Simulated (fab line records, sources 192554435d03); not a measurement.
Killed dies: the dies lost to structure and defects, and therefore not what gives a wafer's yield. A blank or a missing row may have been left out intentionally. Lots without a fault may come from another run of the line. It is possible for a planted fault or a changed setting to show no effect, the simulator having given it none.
Split-lot experiment ; flow n5 finfet ; 7 lots, 21 wafers read, on a route of 1938 steps

THE SPLIT
At N5_BEOL_M4_TRENCH_ETCH_37 (etches SiOC in C4F6/O2, target depth 55.555 nm, time 29.2 s), the setting source w was moved away from the recipe's 355 W on 8 of the 21 wafers read, by -14.0% to +14.1%. All remaining wafers had this setting at the recipe value.

Reading taken at the split's own step.

THE READING
rf vpp V, in V, at N5_BEOL_M4_TRENCH_ETCH_37 (etches SiOC in C4F6/O2, target depth 55.555 nm, time 29.2 s). Fault-free wafers of this fab line usually give 665 V, standard deviation 13 V.

wafer;tool, chamber at the split;source w as run, W;against the recipe;rf vpp V, V;against lot-mates on the recipe
L079.2;rie diel-06, 1;355;recipe;648;-
L079.5;rie diel-06, 0;355;recipe;650;-
L079.6;rie diel-06, 1;355;recipe;649;-
L080.1;rie diel-01, 0;355;recipe;666;-
L080.5;rie diel-01, 0;392.3;+10.5%;631;-35
L080.6;rie diel-01, 1;392.3;+10.5%;633;-33
L083.1;rie diel-06, 0;355;recipe;650;-
L083.2;rie diel-06, 3;371.6;+4.7%;619;-31
L083.4;rie diel-06, 2;371.6;+4.7%;659;+9
L088.2;rie diel-03, 3;405.1;+14.1%;615;-53
L088.3;rie diel-03, 2;355;recipe;669;-
L088.5;rie diel-03, 0;355;recipe;667;-
L092.2;rie diel-03, 0;355;recipe;668;-
L092.5;rie diel-03, 2;355;recipe;671;-
L092.6;rie diel-03, 1;355;recipe;685;-
L095.1;rie diel-06, 1;305.2;-14.0%;701;+59
L095.3;rie diel-06, 0;355;recipe;650;-
L095.6;rie diel-06, 3;355;recipe;634;-
L097.2;rie diel-01, 2;371.1;+4.5%;662;-4
L097.3;rie diel-01, 1;371.1;+4.5%;652;-14
L097.6;rie diel-01, 0;355;recipe;666;-

THE FIT
A straight line over all 21 wafers: rf vpp V changes by -2.88 V for each +1% of source w; r = -0.78; the points scatter about the line by 13 V.
The same after taking each lot's own level away (the mean of its wafers on the recipe; 21 wafers): -3.64 V for each +1%; r = -0.93; scatter 8.4 V.
According to that fit, moving source w by its largest amount changes the reading by 51 V.
Across the lots, their own levels run from 642.0 to 674.7 V, a range of 2.5 times the standard deviation given above.
So the lot-to-lot level blurs the effect unless lot-mates are compared.
Check: -47.9 V against its lot-mates is what the line predicts for one of the wafers moved furthest among these (+14.1%) when that wafer is left out of the fit. Against them it came out at -53 V.
Tool readings at the split's step, against how far the setting was moved: rf vpp V r = -0.78.

THESE WAFERS: OTHER SPLITS
Other splits were also applied to these wafers ahead of the reading. Each is held against what the fit with the lots' levels taken away leaves over:
other split on the same wafers;wafers away from the commonest value;r with rf vpp V (lot level and that fit taken away)
N5_BEOL_M2_TRENCH_ETCH_37 time s;5;-0.02
N5_BEOL_M4_EXPOSE_25 dose mj;8;+0.10

FILE'S OWN FIT
rf vpp V changes by -3.68 V for each +1% of source w, r = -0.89.
